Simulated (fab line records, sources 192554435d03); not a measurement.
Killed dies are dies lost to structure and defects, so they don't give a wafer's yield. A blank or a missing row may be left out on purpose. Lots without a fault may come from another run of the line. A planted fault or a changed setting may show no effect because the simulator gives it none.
Chamber matching | flow n5_finfet | N5_BEOL_M11_DESCUM_33 on rie_diel-05: 4 sister chambers
The step chemistry O2, time 7.9 s. 8 wafers are shown with their chamber, then 9 later ones without.

WAFERS WITH THEIR CHAMBER
wafer  | chamber | showerhead_plenum_p_Torr (Torr) | drypump_motor_current_A (A)
L079.2 | 3       | 2.04                            | 5.6
L079.3 | 0       | 2.07                            | 6.1
L081.1 | 0       | 2.07                            | 6.2
L081.4 | 1       | 2.03                            | 5.2
L081.6 | 2       | 2.15                            | 6.0
L085.1 | 3       | 2.03                            | 5.6
L085.4 | 2       | 2.15                            | 6.1
L085.6 | 1       | 2.03                            | 5.2

WAFERS WITHOUT THEIR CHAMBER
wafer  | showerhead_plenum_p_Torr (Torr) | drypump_motor_current_A (A)
L089.1 | 2.03                            | 5.2
L089.2 | 2.03                            | 5.6
L089.4 | 2.07                            | 6.2
L090.1 | 2.07                            | 6.1
L090.2 | 2.03                            | 5.5
L090.3 | 2.03                            | 5.2
L093.3 | 2.14                            | 6.0
L093.4 | 2.14                            | 6.0
L093.6 | 2.02                            | 5.2

WHICH CHAMBER EACH WENT THROUGH
wafer  | from the rows above | in truth
L089.1 | 1                   | 1
L089.2 | 3                   | 3
L089.4 | 0                   | 0
L090.1 | 0                   | 0
L090.2 | 3                   | 3
L090.3 | 1                   | 1
L093.3 | 2                   | 2
L093.4 | 2                   | 2
L093.6 | 1                   | 1
Placed correctly: 9 of 9. Can't be placed from these rows: 0. Placed wrongly: 0.
How it was worked out, from the rows above alone: a wafer's distance from a chamber is the root of the sum, over the readings, of the square of ((its reading less the chamber's mean) divided by the reading's scatter). The wafer belongs to the nearest chamber; if the next one is less than 2 further off, it can't be placed. A chamber's mean is the mean of its shown wafers. The scatter: the root of (the sum of the squares of (reading less its chamber's mean) over the shown wafers, divided by (wafers less chambers)).
